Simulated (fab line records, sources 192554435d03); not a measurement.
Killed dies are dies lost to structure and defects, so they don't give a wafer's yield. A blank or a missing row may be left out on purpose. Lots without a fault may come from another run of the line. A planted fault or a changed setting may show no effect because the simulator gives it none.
Chamber matching | flow n5_finfet | N5_BEOL_M0_SAQP_PECVD_03 on pecvd-04: 3 sister chambers
The step deposits SiCN from 3MS/NH3, target thk 12 nm, time 21.1 s. 3 wafers are shown with their chamber, then 9 later ones without.

WAFERS WITH THEIR CHAMBER
wafer  | chamber | throttle_valve_pct (%)
L089.1 | 2       | 9.1
L089.3 | 1       | 10.0
L089.4 | 0       | 9.3

WAFERS WITHOUT THEIR CHAMBER
wafer  | throttle_valve_pct (%)
L091.3 | 9.0
L091.5 | 9.5
L091.6 | 10.0
L092.2 | 9.0
L092.5 | 10.2
L092.6 | 9.5
L096.1 | 9.1
L096.3 | 9.2
L096.5 | 9.5

WHICH CHAMBER EACH WENT THROUGH
wafer  | from the rows above     | in truth
L091.3 | can't be placed: 2 or 0 | 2
L091.5 | can't be placed: 0 or 2 | 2
L091.6 | 1                       | 1
L092.2 | can't be placed: 2 or 0 | 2
L092.5 | 1                       | 1
L092.6 | can't be placed: 0 or 2 | 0
L096.1 | can't be placed: 2 or 0 | 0
L096.3 | can't be placed: 2 or 0 | 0
L096.5 | can't be placed: 0 or 2 | 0
Placed correctly: 2 of 9. Can't be placed from these rows: 7 (the true chamber is among the candidates in 7). Placed wrongly: 0.
How it was worked out, from the rows above alone: a wafer's distance from a chamber is the root of the sum, over the readings, of the square of ((its reading less the chamber's mean) divided by the reading's scatter). The wafer belongs to the nearest chamber; if the next one is less than 2 further off, it can't be placed. A chamber's mean is the mean of its shown wafers. The scatter: with one shown wafer a chamber, the root of the mean of the squares of how far each hidden wafer lies from its nearest shown one.
